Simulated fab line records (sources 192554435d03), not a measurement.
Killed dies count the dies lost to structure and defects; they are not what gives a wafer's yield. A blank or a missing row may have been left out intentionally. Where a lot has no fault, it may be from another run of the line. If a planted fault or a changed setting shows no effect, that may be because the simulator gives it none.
Comparing a struck lot with a sound one + flow n5_finfet + 19 out of 1938 route steps
Sound: wafers L240.1, L240.3, L240.4. Struck: wafers L225.3, L225.4, L225.6. The cause comes at the end.
Order at every step that has rows: each side's tool, ch and its chambers, its first start. Under that, the readings that differ: sound wafers + struck wafers + difference of the means + sigmas: that difference in standard deviations of wafers without a fault.
alike: same words and numbers on both sides, and readings whose means sit less than 2 such deviations apart. not compared: any withheld reading, any reading some wafer has no value for, any bound like >300 that may hide the same value, and any number with overlapping values for which the record gives no deviation.
A row with sigmas, a row that says differs or no value, or rows on one side alone: a step with any of these is where the two part. Numbers that have no deviation but don't overlap get no sigmas and don't part them. A reading that every wafer of one side lacks parts them only if that side has two wafers or more.

first, 7 steps without rows for these wafers: N5_BEOL_M6_COAT_60 (time 60 s, resist thk 35 nm); N5_BEOL_M6_COAT_05 (resist thk 90 nm); N5_BEOL_M6_EBR_07; N5_BEOL_M6_SOFTBAKE_06 (time 60 s); N5_BEOL_M6_EXPOSE_08 (exposes mask M6); N5_BEOL_M6_PEB_09 (peb time 60 s); N5_BEOL_M6_DEVELOP_10 (develop time 30 s).
N5_BEOL_M6_CD_MEAS_11: the cd target is 38.5 nm.
  sound on cd_sem-03 ch 0, day 13 16:32; struck on cd_sem-03 ch 0, day 9 15:47
  alike: cd_nm
N5_BEOL_M6_OVL_MEAS_12:
  sound on overlay-02 ch 0, day 13 16:34; struck on overlay-01 ch 0, day 9 15:49
  alike: M6_OVL
N5_BEOL_M6_INSPECT_13: inspects for defects (brightfield).
  struck on defect_inspect-01, day 9 15:50; sound on defect_inspect-02, day 13 16:36
  alike: raw_defect_count
N5_BEOL_M6_DESCUM_16: chemistry O2, time 7.9 s.
  sound on rie_diel-06 ch 0,1,2, day 13 16:38; struck on rie_diel-06 ch 1,3, day 9 15:52
  alike: bias_power_w, drypump_motor_current_A, oes_product_au, rf_vpp_V, showerhead_plenum_p_Torr, throttle_valve_pct
  not compared: rf_hours_counter_h
N5_BEOL_M6_ETCH_61: etches SiARC in CF4, target depth 45.5 nm, time 75.8 s.
  sound on rie_diel-06 ch 0,1,2, day 13 16:40; struck on rie_diel-06 ch 1,3, day 9 15:54
  alike: bias_w, cf4_flow_sccm, drypump_motor_current_A, etch_rf_on_time_s, oes_product_au, rf_vpp_V, showerhead_plenum_p_Torr, throttle_valve_pct
  not compared: rf_hours_counter_h
N5_BEOL_M6_ETCH_62: etches SOC in N2/H2, target depth 110 nm, overetch 22 nm, time 165 s.
  sound on rie_diel-06 ch 0,1,2, day 13 16:43; struck on rie_diel-06 ch 1,3, day 9 15:58
  no value came back on the struck wafers for any of 8 readings (bias_w (W), chamber_pressure_mTorr (mTorr) and others); on the sound wafers bias_w (W) reads 149.7 151.2 149.7
| reading                                      | sound        | struck         | difference | sigmas |
|----------------------------------------------|--------------|----------------|------------|--------|
| model.CAR-ArF_of_BEOL_M6_COAT_05.thk_nm (nm) | 0 0 0        | 50.8 50.4 50.6 | +50.6      |        |
| model.SiARC_of_BEOL_M6_COAT_60.thk_nm (nm)   | 28 28.2 28.4 | 35.2 35.2 35   | +6.9       |        |
  not compared: rf_hours_counter_h
then, 1 step without rows for these wafers: N5_BEOL_M6_STRIP_68 (strips in N2/H2).
N5_BEOL_M6_STRIP_67: strips in CF4.
  sound on rie_diel-06 ch 0,1,2, day 13 16:52; struck on rie_diel-06 ch 1,3, day 9 16:06
  alike: bias_power_w, drypump_motor_current_A, oes_product_au, rf_vpp_V, showerhead_plenum_p_Torr, throttle_valve_pct
  not compared: rf_hours_counter_h
N5_BEOL_M6_HM_OPEN_17: chemistry Cl2/BCl3, target TiN, target depth 20 nm, overetch 6 nm.
  sound on rie_metal-03 ch 0,1, day 13 16:55; struck on rie_metal-02 ch 0,1, day 9 16:11
| reading                     | sound          | struck         | difference | sigmas |
|-----------------------------|----------------|----------------|------------|--------|
| drypump_motor_current_A (A) | 6.06 6.07 6.03 | 5.46 5.63 5.44 | -0.54      | -2     |
| oes_product_au (a.u.)       | 0.73 0.73 0.61 | 0.29 0.29 0.28 | -0.40      | -8     |
  alike: throttle_valve_pct
  not compared: rf_hours_counter_h
N5_BEOL_M6_STRIP_19: strips in O2.
  sound on rie_diel-06 ch 0,1, day 13 17:01; struck on rie_diel-06 ch 1,2, day 9 16:16
  alike: drypump_motor_current_A, oes_product_au, rf_vpp_V, showerhead_plenum_p_Torr, throttle_valve_pct
  not compared: rf_hours_counter_h
N5_BEOL_M6_CD_MEAS_18: pitch 80 nm, target cd 40 nm.
  struck on cd_sem-01, day 9 16:20; sound on cd_sem-03, day 13 17:05
| reading    | sound          | struck | difference                    | sigmas |
|------------|----------------|--------|-------------------------------|--------|
| cd_nm (nm) | 39.8 39.4 40.5 | - - -  | no value on the struck wafers |        |
then, 1 step without rows for these wafers: N5_BEOL_M6_COAT_63 (time 60 s, resist thk 60 nm).

## WHERE THEY PART
Last at N5_BEOL_M6_CD_MEAS_18 as far as this record goes, first at N5_BEOL_M6_ETCH_62.

WHY: what the simulator had put in
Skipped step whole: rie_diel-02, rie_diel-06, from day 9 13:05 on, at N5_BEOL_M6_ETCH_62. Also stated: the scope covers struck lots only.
